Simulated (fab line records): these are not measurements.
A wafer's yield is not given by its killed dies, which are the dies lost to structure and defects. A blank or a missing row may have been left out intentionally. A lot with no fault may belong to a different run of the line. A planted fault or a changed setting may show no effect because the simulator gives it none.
Which tool was responsible? :: flow n5 finfet :: 72 wafers from 24 lots sampled at 6 of the route's 1938 steps

== WHAT THE GAUGES READ, wafer by wafer ==
The record lacks any reading of a measuring or inspecting step that a usual standard deviation could be used to judge.

== TOOL THAT RAN EACH LOT (tool first, then ch and the chambers of the sampled wafers, then the start) ==
lot: L074
N5_BEOL_M2_ETCH_41: rie diel-03 ch 0,3, day 7 01:23 or earlier
N5_BEOL_M2_PRE_CLEAN_45: pvd sputter-01, day 7 01:23
N5_BEOL_M2_ANNEAL_82: pvd sputter-02, day 7 02:26
N5_BEOL_M2_ANNEAL_89: pvd sputter-02, day 7 02:52
N5_BEOL_M2_ANNEAL_91: pvd sputter-02, day 7 03:05
N5_BEOL_M2_ANNEAL_95: pvd sputter-02, day 7 03:32

lot: L075
N5_BEOL_M2_ETCH_41: rie diel-03 ch 1,2,3, day 7 05:28 or earlier
N5_BEOL_M2_PRE_CLEAN_45: pvd sputter-02, day 7 05:28
N5_BEOL_M2_ANNEAL_82: pvd sputter-02, day 7 07:55
N5_BEOL_M2_ANNEAL_89: pvd sputter-02, day 7 08:21
N5_BEOL_M2_ANNEAL_91: pvd sputter-02, day 7 08:34
N5_BEOL_M2_ANNEAL_95: pvd sputter-02, day 7 09:01

lot: L076
N5_BEOL_M2_ETCH_41: rie diel-05 ch 0,1,2, day 7 08:22 or earlier
N5_BEOL_M2_PRE_CLEAN_45: pvd sputter-01, day 7 08:22
N5_BEOL_M2_ANNEAL_82: pvd sputter-02, day 7 09:50
N5_BEOL_M2_ANNEAL_89: pvd sputter-02, day 7 10:16
N5_BEOL_M2_ANNEAL_91: pvd sputter-02, day 7 10:29
N5_BEOL_M2_ANNEAL_95: pvd sputter-02, day 7 10:56

lot: L077
N5_BEOL_M2_ETCH_41: rie diel-03 ch 1,3, day 7 11:34 or earlier
N5_BEOL_M2_PRE_CLEAN_45: pvd sputter-01, day 7 11:34
N5_BEOL_M2_ANNEAL_82: pvd sputter-01, day 7 12:40
N5_BEOL_M2_ANNEAL_89: pvd sputter-01, day 7 13:07
N5_BEOL_M2_ANNEAL_91: pvd sputter-01, day 7 13:20
N5_BEOL_M2_ANNEAL_95: pvd sputter-01, day 7 13:46

lot: L078
N5_BEOL_M2_ETCH_41: rie diel-04 ch 1,3, day 7 13:34 or earlier
N5_BEOL_M2_PRE_CLEAN_45: pvd sputter-02, day 7 13:34
N5_BEOL_M2_ANNEAL_82: pvd sputter-01, day 7 14:49
N5_BEOL_M2_ANNEAL_89: pvd sputter-01, day 7 15:15
N5_BEOL_M2_ANNEAL_91: pvd sputter-01, day 7 15:28
N5_BEOL_M2_ANNEAL_95: pvd sputter-01, day 7 15:55

lot: L079
N5_BEOL_M2_ETCH_41: rie diel-04 ch 1,3, day 7 17:16 or earlier
N5_BEOL_M2_PRE_CLEAN_45: pvd sputter-03, day 7 17:16
N5_BEOL_M2_ANNEAL_82: pvd sputter-01, day 7 18:32
N5_BEOL_M2_ANNEAL_89: pvd sputter-01, day 7 18:58
N5_BEOL_M2_ANNEAL_91: pvd sputter-01, day 7 19:11
N5_BEOL_M2_ANNEAL_95: pvd sputter-01, day 7 19:38

lot: L080
N5_BEOL_M2_ETCH_41: rie diel-03 ch 1,2,3, day 8 02:53 or earlier
N5_BEOL_M2_PRE_CLEAN_45: pvd sputter-02, day 8 02:53
N5_BEOL_M2_ANNEAL_82: pvd sputter-02, day 8 04:29
N5_BEOL_M2_ANNEAL_89: pvd sputter-02, day 8 04:55
N5_BEOL_M2_ANNEAL_91: pvd sputter-02, day 8 05:08
N5_BEOL_M2_ANNEAL_95: pvd sputter-02, day 8 05:35

lot: L081
N5_BEOL_M2_ETCH_41: rie diel-04 ch 0,1,2, day 8 20:26 or earlier
N5_BEOL_M2_PRE_CLEAN_45: pvd sputter-02, day 8 20:26
N5_BEOL_M2_ANNEAL_82: pvd sputter-03, day 8 21:35
N5_BEOL_M2_ANNEAL_89: pvd sputter-03, day 8 22:02
N5_BEOL_M2_ANNEAL_91: pvd sputter-03, day 8 22:15
N5_BEOL_M2_ANNEAL_95: pvd sputter-03, day 8 22:41

lot: L082
N5_BEOL_M2_ETCH_41: rie diel-03 ch 0,1,3, day 8 20:52 or earlier
N5_BEOL_M2_PRE_CLEAN_45: pvd sputter-03, day 8 20:52
N5_BEOL_M2_ANNEAL_82: pvd sputter-01, day 8 21:57
N5_BEOL_M2_ANNEAL_89: pvd sputter-01, day 8 22:23
N5_BEOL_M2_ANNEAL_91: pvd sputter-01, day 8 22:37
N5_BEOL_M2_ANNEAL_95: pvd sputter-01, day 8 23:03

lot: L083
N5_BEOL_M2_ETCH_41: rie diel-03 ch 2,3, day 8 23:32 or earlier
N5_BEOL_M2_PRE_CLEAN_45: pvd sputter-03, day 8 23:32
N5_BEOL_M2_ANNEAL_82: pvd sputter-01, day 9 00:42
N5_BEOL_M2_ANNEAL_89: pvd sputter-01, day 9 01:08
N5_BEOL_M2_ANNEAL_91: pvd sputter-01, day 9 01:22
N5_BEOL_M2_ANNEAL_95: pvd sputter-01, day 9 01:48

lot: L084
N5_BEOL_M2_ETCH_41: rie diel-05 ch 0,1,3, day 9 00:03 or earlier
N5_BEOL_M2_PRE_CLEAN_45: pvd sputter-03, day 9 00:03
N5_BEOL_M2_ANNEAL_82: pvd sputter-03, day 9 01:17
N5_BEOL_M2_ANNEAL_89: pvd sputter-03, day 9 01:44
N5_BEOL_M2_ANNEAL_91: pvd sputter-03, day 9 01:57
N5_BEOL_M2_ANNEAL_95: pvd sputter-03, day 9 02:23

lot: L085
N5_BEOL_M2_ETCH_41: rie diel-03 ch 0,1,3, day 9 16:34 or earlier
N5_BEOL_M2_PRE_CLEAN_45: pvd sputter-02, day 9 16:34
N5_BEOL_M2_ANNEAL_82: pvd sputter-03, day 9 18:00
N5_BEOL_M2_ANNEAL_89: pvd sputter-03, day 9 18:26
N5_BEOL_M2_ANNEAL_91: pvd sputter-03, day 9 18:40
N5_BEOL_M2_ANNEAL_95: pvd sputter-03, day 9 19:06

lot: L086
N5_BEOL_M2_ETCH_41: rie diel-03 ch 1,2,3, day 9 21:30 or earlier
N5_BEOL_M2_PRE_CLEAN_45: pvd sputter-01, day 9 21:30
N5_BEOL_M2_ANNEAL_82: pvd sputter-01, day 9 22:42
N5_BEOL_M2_ANNEAL_89: pvd sputter-01, day 9 23:08
N5_BEOL_M2_ANNEAL_91: pvd sputter-01, day 9 23:22
N5_BEOL_M2_ANNEAL_95: pvd sputter-01, day 9 23:48

lot: L087
N5_BEOL_M2_ETCH_41: rie diel-03 ch 2,3, day 10 01:58 or earlier
N5_BEOL_M2_PRE_CLEAN_45: pvd sputter-01, day 10 01:58
N5_BEOL_M2_ANNEAL_82: pvd sputter-02, day 10 03:04
N5_BEOL_M2_ANNEAL_89: pvd sputter-02, day 10 03:30
N5_BEOL_M2_ANNEAL_91: pvd sputter-02, day 10 03:43
N5_BEOL_M2_ANNEAL_95: pvd sputter-02, day 10 04:10

lot: L089
N5_BEOL_M2_ETCH_41: rie diel-05 ch 0,1, day 10 04:58 or earlier
N5_BEOL_M2_PRE_CLEAN_45: pvd sputter-03, day 10 04:58
N5_BEOL_M2_ANNEAL_82: pvd sputter-02, day 10 06:16
N5_BEOL_M2_ANNEAL_89: pvd sputter-02, day 10 06:42
N5_BEOL_M2_ANNEAL_91: pvd sputter-02, day 10 06:55
N5_BEOL_M2_ANNEAL_95: pvd sputter-02, day 10 07:22

lot: L088
N5_BEOL_M2_ETCH_41: rie diel-05 ch 2,3, day 10 16:06 or earlier
N5_BEOL_M2_PRE_CLEAN_45: pvd sputter-02, day 10 16:06
N5_BEOL_M2_ANNEAL_82: pvd sputter-02, day 10 17:08
N5_BEOL_M2_ANNEAL_89: pvd sputter-02, day 10 17:34
N5_BEOL_M2_ANNEAL_91: pvd sputter-02, day 10 17:47
N5_BEOL_M2_ANNEAL_95: pvd sputter-02, day 10 18:14

lot: L090
N5_BEOL_M2_ETCH_41: rie diel-04 ch 2,3, day 10 16:10 or earlier
N5_BEOL_M2_PRE_CLEAN_45: pvd sputter-01, day 10 16:10
N5_BEOL_M2_ANNEAL_82: pvd sputter-03, day 10 17:22
N5_BEOL_M2_ANNEAL_89: pvd sputter-03, day 10 17:48
N5_BEOL_M2_ANNEAL_91: pvd sputter-03, day 10 18:01
N5_BEOL_M2_ANNEAL_95: pvd sputter-03, day 10 18:28

lot: L091
N5_BEOL_M2_ETCH_41: rie diel-03 ch 0,2,3, day 10 22:29 or earlier
N5_BEOL_M2_PRE_CLEAN_45: pvd sputter-02, day 10 22:29
N5_BEOL_M2_ANNEAL_82: pvd sputter-01, day 10 23:44
N5_BEOL_M2_ANNEAL_89: pvd sputter-01, day 11 00:10
N5_BEOL_M2_ANNEAL_91: pvd sputter-01, day 11 00:23
N5_BEOL_M2_ANNEAL_95: pvd sputter-01, day 11 00:50

lot: L092
N5_BEOL_M2_ETCH_41: rie diel-05 ch 1,2,3, day 11 07:02 or earlier
N5_BEOL_M2_PRE_CLEAN_45: pvd sputter-02, day 11 07:02
N5_BEOL_M2_ANNEAL_82: pvd sputter-02, day 11 08:13
N5_BEOL_M2_ANNEAL_89: pvd sputter-02, day 11 08:40
N5_BEOL_M2_ANNEAL_91: pvd sputter-02, day 11 08:53
N5_BEOL_M2_ANNEAL_95: pvd sputter-02, day 11 09:19

lot: L093
N5_BEOL_M2_ETCH_41: rie diel-03 ch 1,3, day 11 21:02 or earlier
N5_BEOL_M2_PRE_CLEAN_45: pvd sputter-01, day 11 21:02
N5_BEOL_M2_ANNEAL_82: pvd sputter-02, day 11 22:29
N5_BEOL_M2_ANNEAL_89: pvd sputter-02, day 11 22:56
N5_BEOL_M2_ANNEAL_91: pvd sputter-02, day 11 23:09
N5_BEOL_M2_ANNEAL_95: pvd sputter-02, day 11 23:35

lot: L094
N5_BEOL_M2_ETCH_41: rie diel-04 ch 0,1, day 12 07:59 or earlier
N5_BEOL_M2_PRE_CLEAN_45: pvd sputter-02, day 12 07:59
N5_BEOL_M2_ANNEAL_82: pvd sputter-01, day 12 09:20
N5_BEOL_M2_ANNEAL_89: pvd sputter-01, day 12 09:46
N5_BEOL_M2_ANNEAL_91: pvd sputter-01, day 12 09:59
N5_BEOL_M2_ANNEAL_95: pvd sputter-01, day 12 10:26

lot: L097
N5_BEOL_M2_ETCH_41: rie diel-04 ch 0,1,3, day 12 14:44 or earlier
N5_BEOL_M2_PRE_CLEAN_45: pvd sputter-03, day 12 14:44
N5_BEOL_M2_ANNEAL_82: pvd sputter-03, day 12 17:40
N5_BEOL_M2_ANNEAL_89: pvd sputter-03, day 12 18:07
N5_BEOL_M2_ANNEAL_91: pvd sputter-03, day 12 18:20
N5_BEOL_M2_ANNEAL_95: pvd sputter-03, day 12 18:46

lot: L095
N5_BEOL_M2_ETCH_41: rie diel-05 ch 0,1, day 12 18:52 or earlier
N5_BEOL_M2_PRE_CLEAN_45: pvd sputter-02, day 12 18:52
N5_BEOL_M2_ANNEAL_82: pvd sputter-01, day 12 20:08
N5_BEOL_M2_ANNEAL_89: pvd sputter-01, day 12 20:34
N5_BEOL_M2_ANNEAL_91: pvd sputter-01, day 12 20:47
N5_BEOL_M2_ANNEAL_95: pvd sputter-01, day 12 21:14

lot: L096
N5_BEOL_M2_ETCH_41: rie diel-03 ch 0,1,2, day 12 19:33 or earlier
N5_BEOL_M2_PRE_CLEAN_45: pvd sputter-03, day 12 19:33
N5_BEOL_M2_ANNEAL_82: pvd sputter-01, day 12 21:58
N5_BEOL_M2_ANNEAL_89: pvd sputter-01, day 12 22:25
N5_BEOL_M2_ANNEAL_91: pvd sputter-01, day 12 22:38
N5_BEOL_M2_ANNEAL_95: pvd sputter-01, day 12 23:04
- N5_BEOL_M2_ETCH_41: etches SiCN in CH3F/O2, target depth 29.9 nm, time 52.5 s.
- N5_BEOL_M2_PRE_CLEAN_45: time 30 s.
- N5_BEOL_M2_ANNEAL_82: time 240 s.
- N5_BEOL_M2_ANNEAL_89: time 240 s.
- N5_BEOL_M2_ANNEAL_91: time 240 s.
- N5_BEOL_M2_ANNEAL_95: time 240 s.

== AS READ BY THE TOOLS THEMSELVES (means over the sampled wafers that have a number; for cases with no such wafer, the mark the record gives instead) ==
N5_BEOL_M2_ETCH_41. Usual: chamber pressure mTorr 30.000 mTorr, standard deviation 0.025; drypump motor current A 5.9 A, standard deviation 0.47; oes product au 0.77 a.u., standard deviation 0.097; rf vpp V 297.2 V, standard deviation 1.5; showerhead plenum p Torr 2.00 Torr, standard deviation 0.059; throttle valve pct 16.29 %, standard deviation 0.26.
lot: L074
tool: rie diel-03
chamber pressure mTorr (mTorr): 29.999
drypump motor current A (A): 5.4
oes product au (a.u.): 0.80
rf vpp V (V): 296.8
showerhead plenum p Torr (Torr): 1.99
throttle valve pct (%): 16.36
flag: 

lot: L075
tool: rie diel-03
chamber pressure mTorr (mTorr): 29.998
drypump motor current A (A): 6.0
oes product au (a.u.): 0.84
rf vpp V (V): 297.7
showerhead plenum p Torr (Torr): 2.00
throttle valve pct (%): 16.37
flag: 

lot: L076
tool: rie diel-05
chamber pressure mTorr (mTorr): 29.981
drypump motor current A (A): 5.6
oes product au (a.u.): 0.69
rf vpp V (V): 295.7
showerhead plenum p Torr (Torr): 1.92
throttle valve pct (%): 16.27
flag: 

lot: L077
tool: rie diel-03
chamber pressure mTorr (mTorr): 29.978
drypump motor current A (A): 5.9
oes product au (a.u.): 0.91
rf vpp V (V): 296.0
showerhead plenum p Torr (Torr): 1.97
throttle valve pct (%): 16.20
flag: 

lot: L078
tool: rie diel-04
chamber pressure mTorr (mTorr): 29.990
drypump motor current A (A): 6.1
oes product au (a.u.): 0.78
rf vpp V (V): 297.0
showerhead plenum p Torr (Torr): 1.98
throttle valve pct (%): 16.11
flag: 

lot: L079
tool: rie diel-04
chamber pressure mTorr (mTorr): 29.992
drypump motor current A (A): 6.1
oes product au (a.u.): 0.77
rf vpp V (V): 297.0
showerhead plenum p Torr (Torr): 1.98
throttle valve pct (%): 16.11
flag: 

lot: L080
tool: rie diel-03
chamber pressure mTorr (mTorr): 29.995
drypump motor current A (A): 6.0
oes product au (a.u.): 0.83
rf vpp V (V): 296.7
showerhead plenum p Torr (Torr): 2.00
throttle valve pct (%): 16.38
flag: 

lot: L081
tool: rie diel-04
chamber pressure mTorr (mTorr): 30.015
drypump motor current A (A): 6.3
oes product au (a.u.): 0.69
rf vpp V (V): 297.5
showerhead plenum p Torr (Torr): 2.02
throttle valve pct (%): 16.30
flag: 

lot: L082
tool: rie diel-03
chamber pressure mTorr (mTorr): 29.999
drypump motor current A (A): 5.8
oes product au (a.u.): 0.82
rf vpp V (V): 296.5
showerhead plenum p Torr (Torr): 1.97
throttle valve pct (%): 16.25
flag: 

lot: L083
tool: rie diel-03
chamber pressure mTorr (mTorr): 29.974
drypump motor current A (A): 5.6
oes product au (a.u.): 0.83
rf vpp V (V): 296.7
showerhead plenum p Torr (Torr): 2.00
throttle valve pct (%): 16.51
flag: 

lot: L084
tool: rie diel-05
chamber pressure mTorr (mTorr): 29.959
drypump motor current A (A): 5.7
oes product au (a.u.): 0.70
rf vpp V (V): 296.7
showerhead plenum p Torr (Torr): 1.97
throttle valve pct (%): 16.19
flag: 

lot: L085
tool: rie diel-03
chamber pressure mTorr (mTorr): 29.989
drypump motor current A (A): 5.8
oes product au (a.u.): 0.81
rf vpp V (V): 295.8
showerhead plenum p Torr (Torr): 1.97
throttle valve pct (%): 16.28
flag: 

lot: L086
tool: rie diel-03
chamber pressure mTorr (mTorr): 30.012
drypump motor current A (A): 6.0
oes product au (a.u.): 0.81
rf vpp V (V): 297.6
showerhead plenum p Torr (Torr): 1.99
throttle valve pct (%): 16.43
flag: 

lot: L087
tool: rie diel-03
chamber pressure mTorr (mTorr): 29.998
drypump motor current A (A): 5.7
oes product au (a.u.): 0.81
rf vpp V (V): 297.1
showerhead plenum p Torr (Torr): 2.00
throttle valve pct (%): 16.53
flag: 

lot: L089
tool: rie diel-05
chamber pressure mTorr (mTorr): 30.017
drypump motor current A (A): 5.3
oes product au (a.u.): 0.69
rf vpp V (V): 295.6
showerhead plenum p Torr (Torr): 1.94
throttle valve pct (%): 16.23
flag: 

lot: L088
tool: rie diel-05
chamber pressure mTorr (mTorr): 29.989
drypump motor current A (A): 6.0
oes product au (a.u.): 0.89
rf vpp V (V): 299.9
showerhead plenum p Torr (Torr): 2.10
throttle valve pct (%): 16.09
flag: 

lot: L090
tool: rie diel-04
chamber pressure mTorr (mTorr): 29.995
drypump motor current A (A): 6.2
oes product au (a.u.): 0.72
rf vpp V (V): 296.5
showerhead plenum p Torr (Torr): 1.95
throttle valve pct (%): 16.45
flag: 

lot: L091
tool: rie diel-03
chamber pressure mTorr (mTorr): 30.008
drypump motor current A (A): 5.6
oes product au (a.u.): 0.75
rf vpp V (V): 297.5
showerhead plenum p Torr (Torr): 2.00
throttle valve pct (%): 16.57
flag: 

lot: L092
tool: rie diel-05
chamber pressure mTorr (mTorr): 29.981
drypump motor current A (A): 5.7
oes product au (a.u.): 0.78
rf vpp V (V): 298.4
showerhead plenum p Torr (Torr): 2.05
throttle valve pct (%): 16.17
flag: 

lot: L093
tool: rie diel-03
chamber pressure mTorr (mTorr): 30.020
drypump motor current A (A): 5.8
oes product au (a.u.): 0.84
rf vpp V (V): 296.8
showerhead plenum p Torr (Torr): 1.96
throttle valve pct (%): 16.27
flag: 

lot: L094
tool: rie diel-04
chamber pressure mTorr (mTorr): 29.988
drypump motor current A (A): 6.3
oes product au (a.u.): 0.86
rf vpp V (V): 298.3
showerhead plenum p Torr (Torr): 2.04
throttle valve pct (%): 15.91
flag: 

lot: L097
tool: rie diel-04
chamber pressure mTorr (mTorr): 29.996
drypump motor current A (A): 6.3
oes product au (a.u.): 0.79
rf vpp V (V): 297.8
showerhead plenum p Torr (Torr): 2.00
throttle valve pct (%): 16.06
flag: 

lot: L095
tool: rie diel-05
chamber pressure mTorr (mTorr): 30.028
drypump motor current A (A): 5.6
oes product au (a.u.): 0.87
rf vpp V (V): 299.3
showerhead plenum p Torr (Torr): 2.07
throttle valve pct (%): 15.93
flag: 

lot: L096
tool: rie diel-03
chamber pressure mTorr (mTorr): 30.001
drypump motor current A (A): 5.9
oes product au (a.u.): 0.83
rf vpp V (V): 296.7
showerhead plenum p Torr (Torr): 1.99
throttle valve pct (%): 16.34
flag: 

N5_BEOL_M2_PRE_CLEAN_45. Usual: heater power w reads 331 W (standard deviation 26).
lot: L074
tool: pvd sputter-01
heater power w (W): 318
flag: 

lot: L075
tool: pvd sputter-02
heater power w (W): 325
flag: 

lot: L076
tool: pvd sputter-01
heater power w (W): 335
flag: 

lot: L077
tool: pvd sputter-01
heater power w (W): 343
flag: 

lot: L078
tool: pvd sputter-02
heater power w (W): 307
flag: 

lot: L079
tool: pvd sputter-03
heater power w (W): 340
flag: 

lot: L080
tool: pvd sputter-02
heater power w (W): 338
flag: 

lot: L081
tool: pvd sputter-02
heater power w (W): 304
flag: 

lot: L082
tool: pvd sputter-03
heater power w (W): 365
flag: 

lot: L083
tool: pvd sputter-03
heater power w (W): 370
flag: 

lot: L084
tool: pvd sputter-03
heater power w (W): 357
flag: 

lot: L085
tool: pvd sputter-02
heater power w (W): 323
flag: 

lot: L086
tool: pvd sputter-01
heater power w (W): 335
flag: 

lot: L087
tool: pvd sputter-01
heater power w (W): 341
flag: 

lot: L089
tool: pvd sputter-03
heater power w (W): 366
flag: 

lot: L088
tool: pvd sputter-02
heater power w (W): 305
flag: 

lot: L090
tool: pvd sputter-01
heater power w (W): 328
flag: 

lot: L091
tool: pvd sputter-02
heater power w (W): 305
flag: 

lot: L092
tool: pvd sputter-02
heater power w (W): 305
flag: 

lot: L093
tool: pvd sputter-01
heater power w (W): 324
flag: 

lot: L094
tool: pvd sputter-02
heater power w (W): 317
flag: 

lot: L097
tool: pvd sputter-03
heater power w (W): 343
flag: 

lot: L095
tool: pvd sputter-02
heater power w (W): 316
flag: 

lot: L096
tool: pvd sputter-03
heater power w (W): 368
flag: 

N5_BEOL_M2_ANNEAL_82. Usual: heater power w reads 818 W (standard deviation 60).
lot: L074
tool: pvd sputter-02
heater power w (W): 799
flag: 

lot: L075
tool: pvd sputter-02
heater power w (W): 800
flag: 

lot: L076
tool: pvd sputter-02
heater power w (W): 795
flag: 

lot: L077
tool: pvd sputter-01
heater power w (W): 843
flag: 

lot: L078
tool: pvd sputter-01
heater power w (W): 800
flag: 

lot: L079
tool: pvd sputter-01
heater power w (W): 835
flag: 

lot: L080
tool: pvd sputter-02
heater power w (W): 833
flag: 

lot: L081
tool: pvd sputter-03
heater power w (W): 924
flag: 

lot: L082
tool: pvd sputter-01
heater power w (W): 827
flag: 

lot: L083
tool: pvd sputter-01
heater power w (W): 837
flag: 

lot: L084
tool: pvd sputter-03
heater power w (W): 860
flag: 

lot: L085
tool: pvd sputter-03
heater power w (W): 919
flag: 

lot: L086
tool: pvd sputter-01
heater power w (W): 832
flag: 

lot: L087
tool: pvd sputter-02
heater power w (W): 774
flag: 

lot: L089
tool: pvd sputter-02
heater power w (W): 793
flag: 

lot: L088
tool: pvd sputter-02
heater power w (W): 791
flag: 

lot: L090
tool: pvd sputter-03
heater power w (W): 835
flag: 

lot: L091
tool: pvd sputter-01
heater power w (W): 811
flag: 

lot: L092
tool: pvd sputter-02
heater power w (W): 752
flag: 

lot: L093
tool: pvd sputter-02
heater power w (W): 763
flag: 

lot: L094
tool: pvd sputter-01
heater power w (W): 819
flag: 

lot: L097
tool: pvd sputter-03
heater power w (W): 857
flag: 

lot: L095
tool: pvd sputter-01
heater power w (W): 785
flag: 

lot: L096
tool: pvd sputter-01
heater power w (W): 805
flag: 

N5_BEOL_M2_ANNEAL_89. Usual: heater power w reads 820 W (standard deviation 62).
lot: L074
tool: pvd sputter-02
heater power w (W): 806
flag: 

lot: L075
tool: pvd sputter-02
heater power w (W): 802
flag: 

lot: L076
tool: pvd sputter-02
heater power w (W): 806
flag: 

lot: L077
tool: pvd sputter-01
heater power w (W): 841
flag: 

lot: L078
tool: pvd sputter-01
heater power w (W): 802
flag: 

lot: L079
tool: pvd sputter-01
heater power w (W): 818
flag: 

lot: L080
tool: pvd sputter-02
heater power w (W): 844
flag: 

lot: L081
tool: pvd sputter-03
heater power w (W): 933
flag: 

lot: L082
tool: pvd sputter-01
heater power w (W): 830
flag: 

lot: L083
tool: pvd sputter-01
heater power w (W): 840
flag: 

lot: L084
tool: pvd sputter-03
heater power w (W): 854
flag: 

lot: L085
tool: pvd sputter-03
heater power w (W): 934
flag: 

lot: L086
tool: pvd sputter-01
heater power w (W): 837
flag: 

lot: L087
tool: pvd sputter-02
heater power w (W): 775
flag: 

lot: L089
tool: pvd sputter-02
heater power w (W): 810
flag: 

lot: L088
tool: pvd sputter-02
heater power w (W): 790
flag: 

lot: L090
tool: pvd sputter-03
heater power w (W): 857
flag: 

lot: L091
tool: pvd sputter-01
heater power w (W): 801
flag: 

lot: L092
tool: pvd sputter-02
heater power w (W): 759
flag: 

lot: L093
tool: pvd sputter-02
heater power w (W): 766
flag: 

lot: L094
tool: pvd sputter-01
heater power w (W): 816
flag: 

lot: L097
tool: pvd sputter-03
heater power w (W): 849
flag: 

lot: L095
tool: pvd sputter-01
heater power w (W): 776
flag: 

lot: L096
tool: pvd sputter-01
heater power w (W): 807
flag: 

N5_BEOL_M2_ANNEAL_91. Usual: heater power w reads 821 W (standard deviation 58).
lot: L074
tool: pvd sputter-02
heater power w (W): 798
flag: 

lot: L075
tool: pvd sputter-02
heater power w (W): 805
flag: 

lot: L076
tool: pvd sputter-02
heater power w (W): 810
flag: 

lot: L077
tool: pvd sputter-01
heater power w (W): 835
flag: 

lot: L078
tool: pvd sputter-01
heater power w (W): 807
flag: 

lot: L079
tool: pvd sputter-01
heater power w (W): 832
flag: 

lot: L080
tool: pvd sputter-02
heater power w (W): 828
flag: 

lot: L081
tool: pvd sputter-03
heater power w (W): 927
flag: 

lot: L082
tool: pvd sputter-01
heater power w (W): 825
flag: 

lot: L083
tool: pvd sputter-01
heater power w (W): 840
flag: 

lot: L084
tool: pvd sputter-03
heater power w (W): 861
flag: 

lot: L085
tool: pvd sputter-03
heater power w (W): 925
flag: 

lot: L086
tool: pvd sputter-01
heater power w (W): 828
flag: 

lot: L087
tool: pvd sputter-02
heater power w (W): 771
flag: 

lot: L089
tool: pvd sputter-02
heater power w (W): 818
flag: 

lot: L088
tool: pvd sputter-02
heater power w (W): 812
flag: 

lot: L090
tool: pvd sputter-03
heater power w (W): 844
flag: 

lot: L091
tool: pvd sputter-01
heater power w (W): 805
flag: 

lot: L092
tool: pvd sputter-02
heater power w (W): 761
flag: 

lot: L093
tool: pvd sputter-02
heater power w (W): 764
flag: 

lot: L094
tool: pvd sputter-01
heater power w (W): 826
flag: 

lot: L097
tool: pvd sputter-03
heater power w (W): 874
flag: 

lot: L095
tool: pvd sputter-01
heater power w (W): 784
flag: 

lot: L096
tool: pvd sputter-01
heater power w (W): 806
flag: 

N5_BEOL_M2_ANNEAL_95. Usual: heater power w reads 822 W (standard deviation 62).
lot: L074
tool: pvd sputter-02
heater power w (W): 804
flag: 

lot: L075
tool: pvd sputter-02
heater power w (W): 807
flag: 

lot: L076
tool: pvd sputter-02
heater power w (W): 799
flag: 

lot: L077
tool: pvd sputter-01
heater power w (W): 840
flag: 

lot: L078
tool: pvd sputter-01
heater power w (W): 806
flag: 

lot: L079
tool: pvd sputter-01
heater power w (W): 830
flag: 

lot: L080
tool: pvd sputter-02
heater power w (W): 845
flag: 

lot: L081
tool: pvd sputter-03
heater power w (W): 951
flag: 

lot: L082
tool: pvd sputter-01
heater power w (W): 825
flag: 

lot: L083
tool: pvd sputter-01
heater power w (W): 844
flag: 

lot: L084
tool: pvd sputter-03
heater power w (W): 879
flag: 

lot: L085
tool: pvd sputter-03
heater power w (W): 939
flag: 

lot: L086
tool: pvd sputter-01
heater power w (W): 844
flag: 

lot: L087
tool: pvd sputter-02
heater power w (W): 779
flag: 

lot: L089
tool: pvd sputter-02
heater power w (W): 806
flag: 

lot: L088
tool: pvd sputter-02
heater power w (W): 808
flag: 

lot: L090
tool: pvd sputter-03
heater power w (W): 851
flag: 

lot: L091
tool: pvd sputter-01
heater power w (W): 811
flag: 

lot: L092
tool: pvd sputter-02
heater power w (W): 745
flag: 

lot: L093
tool: pvd sputter-02
heater power w (W): 760
flag: 

lot: L094
tool: pvd sputter-01
heater power w (W): 813
flag: 

lot: L097
tool: pvd sputter-03
heater power w (W): 860
flag: 

lot: L095
tool: pvd sputter-01
heater power w (W): 780
flag: 

lot: L096
tool: pvd sputter-01
heater power w (W): 811
flag: 

== THE ANSWER, worked out from the rows above alone ==
Rule: lot off if the mean of its wafers having a number is beyond 3 standard deviations from the usual mean. A lot without any number at a reading at which 4 lots or more have one is off too. Where the step has rows for the other lots, those lots are counted as sound. The gauges are gone through in route order, then the tools' own readings, and for those a lot's mean is taken as printed above. At the first step where some lot is off, the reading lying furthest off is the one used; lots without a number count as furthest.
None of the lots is off at any reading shown; this tells nothing.

== WHAT HAD BEEN PUT IN BY THE SIMULATOR ==
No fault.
